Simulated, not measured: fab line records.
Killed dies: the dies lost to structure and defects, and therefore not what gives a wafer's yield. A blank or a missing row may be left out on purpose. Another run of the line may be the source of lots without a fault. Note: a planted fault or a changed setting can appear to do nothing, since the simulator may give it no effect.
Which of the tools did it? || flow n5-finfet || 12 lots (36 wafers sampled), 1 step of a 1938-step route

== WHAT THE GAUGES SHOWED, per wafer ==
N5_BEOL_M0_SAQP_OVL_MEAS_15.
{"lot": "L075", "measured": "day 5 21:04", "on": "overlay-02", "M0_CORE_OVL (nm)": "-0.6 0.2 -1.2"}
{"lot": "L077", "measured": "day 6 05:26", "on": "overlay-02", "M0_CORE_OVL (nm)": "-1.8 -0.4 -0.6"}
{"lot": "L079", "measured": "day 6 17:12", "on": "overlay-02", "M0_CORE_OVL (nm)": "-1.0 -0.6 -1.1"}
{"lot": "L081", "measured": "day 7 05:02", "on": "overlay-01", "M0_CORE_OVL (nm)": "-0.5 0.5 0.1"}
{"lot": "L083", "measured": "day 7 17:47", "on": "overlay-02", "M0_CORE_OVL (nm)": "-0.8 -0.6 -0.1"}
{"lot": "L085", "measured": "day 8 10:16", "on": "overlay-02", "M0_CORE_OVL (nm)": "0.5 -0.7 0.4"}
{"lot": "L087", "measured": "day 9 01:38", "on": "overlay-01", "M0_CORE_OVL (nm)": "1.3 0.3 0.1"}
{"lot": "L089", "measured": "day 9 10:51", "on": "overlay-01", "M0_CORE_OVL (nm)": "0.3 0.3 0.0"}
{"lot": "L091", "measured": "day 9 21:23", "on": "overlay-01", "M0_CORE_OVL (nm)": "0.6 0.0 -1.2"}
{"lot": "L093", "measured": "day 10 07:28", "on": "overlay-01", "M0_CORE_OVL (nm)": "-0.3 -0.3 0.4"}
{"lot": "L095", "measured": "day 10 14:51", "on": "overlay-01", "M0_CORE_OVL (nm)": "-0.8 -0.8 -0.9"}
{"lot": "L097", "measured": "day 11 09:40", "on": "overlay-02", "M0_CORE_OVL (nm)": "-1.0 -0.6 0.9"}

== TOOL THAT RAN EACH LOT (tool first, then ch and the chambers of the sampled wafers, then the start) ==
The record holds no process step before these readings.

== THE ANSWER, worked out from the rows above alone ==
Rule: what is usual is taken from the lots themselves. The widest of any qualifying gaps counts: lots, ordered by their means at a reading, are off when they make up no more than a third of the lots, leave a main group of 4 or more, and stand apart from it by 3 or more times the standard deviation of that group's means. The tables above print the reading to a certain number of digits; a main group whose means all agree to those digits is not used. Also off: a lot with no number at a reading for which 4 or more lots have one. Any other lot the step has rows for is counted as sound.
Nothing can be told from this: no lot is off at any reading shown.

== WHAT WAS PUT IN BY THE SIMULATOR ==
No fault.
